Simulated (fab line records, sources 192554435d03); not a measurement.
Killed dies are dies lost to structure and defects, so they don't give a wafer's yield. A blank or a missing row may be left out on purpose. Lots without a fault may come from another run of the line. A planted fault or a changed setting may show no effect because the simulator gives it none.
fab line records | flow n5_finfet
record lots=11 wafers=33 last_day=16
route steps=1938 shown BEOL_M4@1031 MIM_TOP_LITHO@1850 MIM_BOT_ETCH@1869 TV_LITHO@1885 PASSIVATION@1936
lots that met no fault: from a run of the same line without faults
start_h: hours from the record's first day to the start of the lot's first wafer shown | wait_h: hours since the lot's step before | " the same as in the row above | L1.1+2: a row that stands for several wafers | - no value, or no start given | * or withheld: withheld | < > ~ a bound
route shown NAME@n: a module of which the file shows steps, and the number in the route of the first | usual: mean/standard deviation of fault-free wafers | same: alike in all rows | chamber/n: place in a boat | sites: the reading at each site | _std_site: their standard deviation | _edge_site: outer sites' mean less inner sites' | radius_mm: how far each site lies from the wafer's centre | mask NAME#n: copy n | behind: the tool/chamber that last shaped the wafer | hold: why the lot was held/for how many hours/how that ended | device: the transistor (n, p or np) that didn't switch | end of line: the same wafers' tests at the end of the route | a step without rows: its recipe alone | killed: dies lost to structure and defects at the first sort, not the wafer's yield | map: a wafer's dies, x killed, . not, _ none there
set.NAME: the setting as run; set.NAME@STEP: as run at that earlier step | model.NAME: the simulator's own value behind a step, which no gauge read
steps of the route over a sample of lots; a table a step, a row a wafer
services: from which hour (start_h, from the record's first day; less than 0 if before it) a tool's chamber was out of use, for how many hours, and why
## steps
# step N5_BEOL_M4_EXPOSE_08
# recipe mask_id=M4 na=0.33 source_shape=dipole sigma_inner=0.369 sigma_outer=0.767 polarization=unpolarized dose_mj=41.25
# usual stage_msd_nm=0.92/0.047
# same sigma_outer=0.767
# columns lot.wafer tool chamber start_h wait_h mask stage_msd_nm
L283.1 euv_scanner-02 0 154.52 - M4#0 0.87
L283.2 " 0 " " M4#0 0.87
L283.3 " 0 " " M4#0 0.87
L284.1 euv_scanner-01 0 168.90 - M4#0 0.96
L284.3 " 0 " " M4#0 0.96
L284.5 " 0 " " M4#0 0.96
L286.1 euv_scanner-02 0 181.99 - M4#0 0.87
L286.3 " 0 " " M4#0 0.86
L286.5 " 0 " " M4#0 0.86
L287.1 euv_scanner-01 0 189.53 - M4#0 0.96
L287.5 " 0 " " M4#0 0.96
L287.6 " 0 " " M4#0 0.96
L288.1 euv_scanner-01 0 191.52 - M4#0 0.96
L288.3 " 0 " " M4#0 0.96
L288.5 " 0 " " M4#0 0.96
L290.1 euv_scanner-02 0 197.36 - M4#0 0.87
L290.3 " 0 " " M4#0 0.87
L290.5 " 0 " " M4#0 0.87
L291.2 euv_scanner-01 0 202.02 - M4#0 0.96
L291.3 " 0 " " M4#0 0.96
L291.5 " 0 " " M4#0 0.96
L292.2 euv_scanner-02 0 215.83 - M4#0 0.86
L292.3 " 0 " " M4#0 0.86
L292.6 " 0 " " M4#0 0.86
L293.1 euv_scanner-01 0 228.77 - M4#0 0.96
L293.5 " 0 " " M4#0 0.96
L293.6 " 0 " " M4#0 0.96
L294.2 euv_scanner-02 0 233.34 - M4#0 0.87
L294.3 " 0 " " M4#0 0.86
L294.4 " 0 " " M4#0 0.86
L301.1 euv_scanner-02 0 259.85 - M4#0 0.87
L301.2 " 0 " " M4#0 0.87
L301.4 " 0 " " M4#0 0.87
# step N5_MIM_TOP_LITHO_DESCUM_10
# recipe chemistry=O2 time_s=7.9 source_power_w=50 bias_power_w=20 pressure_mtorr=20 rf_frequency_hz=2.712e+07 temp_c=40 o2_flow_sccm=225
# usual drypump_motor_current_A=5.7/0.5 oes_product_au=0.82/0.098 rf_vpp_V=243.3/1.3 showerhead_plenum_p_Torr=2.10/0.063 throttle_valve_pct=20.45/0.24
# columns lot.wafer tool chamber start_h wait_h drypump_motor_current_A oes_product_au rf_hours_counter_h rf_vpp_V showerhead_plenum_p_Torr throttle_valve_pct
L283.1 rie_diel-05 3 259.95 0.2 5.7 0.81 80 244.4 2.19 20.05
L283.2 " 2 " " 5.1 0.67 249 244.4 2.14 20.69
L283.3 " 0 " " 6.6 0.97 7 242.4 2.05 20.02
L284.1 rie_diel-01 3 266.06 0.0 5.2 0.70 236 243.2 2.16 21.06
L284.3 " 2 " " 6.1 0.72 218 244.9 2.17 20.71
L284.5 " 0 " " 5.1 0.81 - 241.0 2.02 20.46
L287.1 rie_diel-05 2 288.78 0.0 5.1 1.02 1 243.2 2.14 20.37
L287.5 " 2 " " 5.1 1.03 - 244.1 2.14 20.39
L287.6 " 3 " " 5.7 0.80 - 243.7 2.18 20.06
L286.1 rie_diel-06 2 291.92 0.2 6.6 0.94 11 244.7 2.15 20.34
L286.3 " 0 " " 4.9 0.81 86 241.9 2.05 20.63
L286.5 " 0 " " 4.9 0.82 - 241.4 2.05 20.64
L288.1 rie_diel-01 0 302.70 0.7 5.1 0.79 104 243.4 2.02 20.48
L288.3 " 3 " " 5.3 0.68 249 243.0 2.15 21.06
L288.5 " 2 " " 6.1 0.70 - 243.9 2.17 20.73
L290.1 rie_diel-05 2 306.40 0.0 5.1 1.00 7 244.8 2.14 20.39
L290.3 " 1 " " 5.7 0.74 145 242.6 2.17 20.61
L290.5 " 3 " " 5.7 0.79 - 244.6 2.18 20.06
L291.2 rie_diel-05 0 306.73 0.0 6.6 0.93 26 241.9 2.04 20.06
L291.3 " 3 " " 5.7 0.79 99 243.9 2.18 20.06
L291.5 " 2 " " 5.1 0.98 - 243.6 2.14 20.39
L292.2 rie_diel-06 0 314.86 0.0 4.9 0.80 93 241.3 2.05 20.65
L292.3 " 1 " " 5.2 0.71 197 242.0 2.07 20.32
L292.6 " 2 " " 6.6 0.93 - 243.7 2.14 20.35
L294.2 rie_diel-01 1 339.43 0.0 5.9 0.84 66 242.8 2.04 20.42
L294.3 " 3 " " 5.2 0.96 4 243.1 2.15 20.58
L294.4 " 2 " " 6.1 0.70 247 244.4 2.16 20.74
L293.1 rie_diel-05 1 344.06 0.1 5.7 0.73 158 243.5 2.17 20.64
L293.5 " 1 " " 5.7 0.72 - 244.6 2.17 20.63
L293.6 " 0 " " 6.5 0.90 - 242.4 2.04 20.08
L301.1 rie_diel-01 0 379.27 0.1 5.1 0.75 135 241.9 2.01 20.53
L301.2 " 3 " " 5.2 0.91 20 244.4 2.15 20.60
L301.4 " 1 " " 5.9 0.82 77 242.5 2.03 20.44
# step N5_MIM_BOT_ETCH_STRIP_01
# recipe chemistry=O2 power_w=600 temp_c=60 pressure_mtorr=30 rf_frequency_hz=6e+07 bias_power_w=0 overash_fraction=0.5 o2_flow_sccm=225
# usual drypump_motor_current_A=5.7/0.53 oes_product_au=0.81/0.095 rf_vpp_V=3.7/1.3 showerhead_plenum_p_Torr=2.11/0.059 throttle_valve_pct=16.69/0.25
# columns lot.wafer tool chamber start_h wait_h drypump_motor_current_A oes_product_au rf_hours_counter_h rf_vpp_V showerhead_plenum_p_Torr throttle_valve_pct
L283.1 rie_diel-05 1 261.45 0.1 5.7 0.76 127 3.0 2.18 16.83
L283.2 " 2 " " 5.1 0.67 250 2.5 2.15 17.03
L283.3 " 3 " " 5.7 0.84 81 4.6 2.19 16.33
L284.1 rie_diel-05 0 267.32 0.1 6.6 0.96 10 3.5 2.05 16.25
L284.3 " 3 " " 5.7 0.81 83 2.9 2.19 16.34
L284.5 " 1 " " 5.8 0.75 - 2.1 2.18 16.81
L287.1 rie_diel-01 1 290.47 0.1 5.9 0.86 45 3.0 2.05 16.60
L287.5 " 1 " " 5.9 0.86 - 2.8 2.05 16.56
L287.6 " 3 " " 5.2 0.70 - 4.2 2.16 17.27
L286.1 rie_diel-01 3 293.25 0.1 5.2 0.69 246 5.8 2.16 17.24
L286.3 " 0 " " 5.2 0.79 101 2.1 2.02 16.75
L286.5 " 3 " " 5.2 0.68 - 3.0 2.16 17.24
L288.1 rie_diel-01 3 303.87 0.1 5.2 0.70 249 2.7 2.16 17.32
L288.3 " 0 " " 5.1 0.80 104 1.6 2.02 16.76
L288.5 " 2 " " 6.1 0.71 - 4.9 2.17 16.96
L290.1 rie_diel-06 3 307.62 0.1 5.8 0.71 206 3.0 2.09 17.05
L290.3 " 0 " " 5.0 0.81 90 1.4 2.05 16.87
L290.5 " 3 " " 5.8 0.70 - 3.8 2.09 17.07
L291.2 rie_diel-01 1 307.85 0.1 5.9 0.88 52 4.2 2.04 16.60
L291.3 " 2 " " 6.1 0.70 233 6.0 2.17 16.97
L291.5 " 2 " " 6.1 0.70 - 4.1 2.17 16.96
L292.2 rie_diel-05 1 315.99 0.1 5.7 0.72 148 3.7 2.18 16.85
L292.3 " 3 " " 5.7 0.79 102 2.2 2.18 16.39
L292.6 " 1 " " 5.7 0.74 - 3.7 2.18 16.87
L294.2 rie_diel-01 2 340.68 0.1 6.1 0.70 247 4.4 2.17 16.97
L294.3 " 3 " " 5.2 0.97 5 5.5 2.16 16.77
L294.4 " 0 " " 5.1 0.77 120 0.6 2.02 16.77
L293.1 rie_diel-01 3 345.29 0.1 5.2 0.95 6 2.6 2.16 16.71
L293.5 " 0 " " 5.2 0.77 - 3.0 2.01 16.82
L293.6 " 1 " " 5.9 0.86 - 3.5 2.04 16.64
L301.1 rie_diel-06 2 380.55 0.1 6.6 0.87 42 3.3 2.14 16.59
L301.2 " 3 " " 5.8 0.68 230 0.9 2.08 17.09
L301.4 " 1 " " 5.2 0.70 222 6.3 2.07 16.67
# step N5_PASSIVATION_INSPECT_61
# recipe mode=adi inspect_instrument=macro
# usual raw_defect_count=2.2/1.5
# columns lot.wafer tool chamber start_h wait_h raw_defect_count
L283.1 defect_inspect-02 - 263.04 0.0 5
L283.2 " - " " 4
L283.3 " - " " 2
L284.1 defect_inspect-02 - 268.31 0.0 0
L284.3 " - " " 3
L284.5 " - " " 4
L287.1 defect_inspect-02 - 291.59 0.0 2
L287.5 " - " " 3
L287.6 " - " " 2
L286.1 defect_inspect-01 - 296.27 0.0 3
L286.3 " - " " 1
L286.5 " - " " 1
L288.1 defect_inspect-02 - 304.94 0.0 5
L288.3 " - " " 4
L288.5 " - " " 1
L290.1 defect_inspect-02 - 308.59 0.0 4
L290.3 " - " " 3
L290.5 " - " " 2
L291.2 defect_inspect-02 - 310.05 0.0 0
L291.3 " - " " 3
L291.5 " - " " 1
L292.2 defect_inspect-01 - 317.71 0.0 2
L292.3 " - " " 1
L292.6 " - " " 2
L294.2 defect_inspect-01 - 343.28 0.0 3
L294.3 " - " " 5
L294.4 " - " " 4
L293.1 defect_inspect-01 - 356.33 0.0 2
L293.5 " - " " 2
L293.6 " - " " 2
L301.1 defect_inspect-01 - 383.59 0.0 5
L301.2 " - " " 0
L301.4 " - " " 3
# step N5_PASSIVATION_PROBE_49
# usual defect_limited_yield=91.3/1.5 killed_at_M0_to_M3=33/12 killed_at_M4_up=13/5.2 killed_at_contacts=13/6.7 killed_at_front_end=40/11 killed_at_other=4.1/2.7 killed_dies=103/17 killed_open=69/13 killed_short=33/8.4 sort_bin_5_function=5.1/1 sort_bin_6_memory=3.2/0.62 sort_n_pass=1077/17 sort_yield_pct=91.3/1.5
# same gross_dies=1180 killed_at_back_side=0 sort_bin_4_leakage[%]=0 sort_bin_8_speed[%]=0
# columns lot.wafer tool chamber start_h wait_h defect_limited_yield[%] killed_at_M0_to_M3 killed_at_M4_up killed_at_contacts killed_at_front_end killed_at_other killed_dies killed_open killed_short sort_bin_5_function[%] sort_bin_6_memory[%] sort_n_pass sort_yield_pct[%]
L301.1 prober-01 - 390.72 0.0 86.8 61 30 10 53 2 156 108 32 7.9 5.0 1024 86.8
L301.2 prober-01 - 390.77 0.1 91.3 37 14 10 39 3 103 69 34 5.6 2.8 1077 91.3
L301.4 prober-01 - 390.87 0.2 91.9 31 10 5 44 5 95 66 28 4.7 3.1 1085 91.9
# killed by level:class
L301.1 STI_FIN_REVEAL:geometric_particle:open=22 BEOL_M3:geometric_particle:open=18 BEOL_M4:area_expose=15 BEOL_M1:geometric_particle:open=11 FIN_SAQP:geometric_particle:open=10 BEOL_M2:geometric_particle:open=8 FIN_SAQP:geometric_particle:short=7 BEOL_M0_SAQP:geometric_particle:open=7
L301.2 BEOL_M0_SAQP:geometric_particle:open=10 MOL_CONTACT_COAG:geometric_particle:open=10 BEOL_M0_SAQP:geometric_particle:short=10 FIN_SAQP:geometric_particle:short=8 STI_FIN_REVEAL:geometric_particle:open=7 BEOL_M2:geometric_particle:open=6 FIN_SAQP:geometric_particle:open=5 BEOL_M7:geometric_particle:open=4
L301.4 STI_FIN_REVEAL:geometric_particle:open=12 FIN_SAQP:geometric_particle:open=10 BEOL_M1:geometric_particle:open=10 FIN_SAQP:geometric_particle:short=6 BEOL_M0_SAQP:geometric_particle:short=6 BEOL_M0_SAQP:geometric_particle:open=6 MOL_CONTACT_COAG:geometric_particle:open=4 BEOL_M2:geometric_particle:open=4
## services
# columns tool chamber start_h hours kind
euv_scanner-01 - 131.15 0.2 repair
euv_scanner-02 - 135.17 6.8 repair
euv_scanner-02 - 158.79 1.0 pm
euv_scanner-01 - 170.04 1.0 pm
euv_scanner-01 - 175.00 4.6 pm
euv_scanner-02 - 184.17 12.2 repair
rie_diel-01 1 194.65 3.8 repair
euv_scanner-01 - 203.26 17.3 pm
rie_diel-05 1 208.51 1.2 repair
euv_scanner-01 - 224.92 2.9 repair
euv_scanner-02 - 227.82 1.0 pm
euv_scanner-01 - 228.83 1.0 pm
euv_scanner-01 - 236.12 0.6 repair
euv_scanner-02 - 244.40 4.6 pm
rie_diel-05 1 251.98 3.1 repair
euv_scanner-02 - 265.35 1.9 repair
euv_scanner-02 - 271.09 1.0 pm
euv_scanner-01 - 282.34 1.0 pm
rie_diel-01 2 285.88 1.5 repair
rie_diel-01 0 288.34 2.1 repair
euv_scanner-02 - 327.24 1.0 pm
euv_scanner-01 - 338.49 1.0 pm
euv_scanner-02 - 341.41 33.5 repair
euv_scanner-01 - 371.60 4.6 pm
## key
first_sign step=N5_PASSIVATION_PROBE_49 reading=killed_at_M4_up direction=up sigmas=3.2 usual=13 struck=30
effect none on later readings
met_at N5_BEOL_M4_EXPOSE_08
struck_lots L301
struck_wafers L301.1
not_acting_at N5_MIM_TOP_LITHO_DESCUM_10,N5_MIM_BOT_ETCH_STRIP_01,N5_PASSIVATION_INSPECT_61
onset_between 233.34 259.85
fault kind=process_parameter_drift tool=euv_scanner-02 chamber=- onset_h=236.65 steps=N5_BEOL_M4_EXPOSE_08 channel=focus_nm offset=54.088 shape=step end_h=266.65 scope=struck_wafers_only
